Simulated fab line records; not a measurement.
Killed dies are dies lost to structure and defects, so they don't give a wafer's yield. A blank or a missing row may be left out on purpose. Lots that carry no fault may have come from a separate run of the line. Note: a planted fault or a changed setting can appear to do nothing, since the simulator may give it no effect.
Matching of chambers	flow n5Finfet	4 sister chambers for N5_PASSIVATION_PASS_ETCH_74 on rieDiel-01
The step etches SiNx in CF4/O2, target depth 220 nm, time 110 s. 4 wafers are shown with their chamber, then 7 later ones without.

## WAFERS WITH THEIR CHAMBER
wafer	chamber	showerheadPlenumPTorr (Torr)
L317.3	3	2.27
L319.6	2	2.19
L323.1	1	2.25
L323.2	0	2.28

## WAFERS MISSING THEIR CHAMBER
wafer	showerheadPlenumPTorr (Torr)
L323.5	2.19
L331.1	2.18
L331.2	2.27
L331.5	2.18
L330.3	2.18
L330.4	2.27
L330.5	2.18

## WHICH CHAMBER EACH WENT THROUGH
wafer	from the rows above	in truth
L323.5	2	2
L331.1	2	2
L331.2	can't be placed: 3 or 0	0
L331.5	2	2
L330.3	2	2
L330.4	can't be placed: 3 or 0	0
L330.5	2	2
5 of 7 placed correctly. From these rows, 2 cannot be placed; in 2 the true chamber is one of the candidates. Wrongly placed: 0.
How it was worked out, from the rows above alone: a wafer's distance from a chamber is the root of the sum, over the readings, of the square of ((its reading less the chamber's mean) divided by the reading's scatter). If the next closest chamber is less than 2 further off than the closest, the wafer can't be placed; otherwise it belongs to the closest. The mean given for a chamber averages the wafers shown for that chamber. The scatter: with one shown wafer a chamber, the root of the mean of the squares of how far each hidden wafer lies from its nearest shown one.
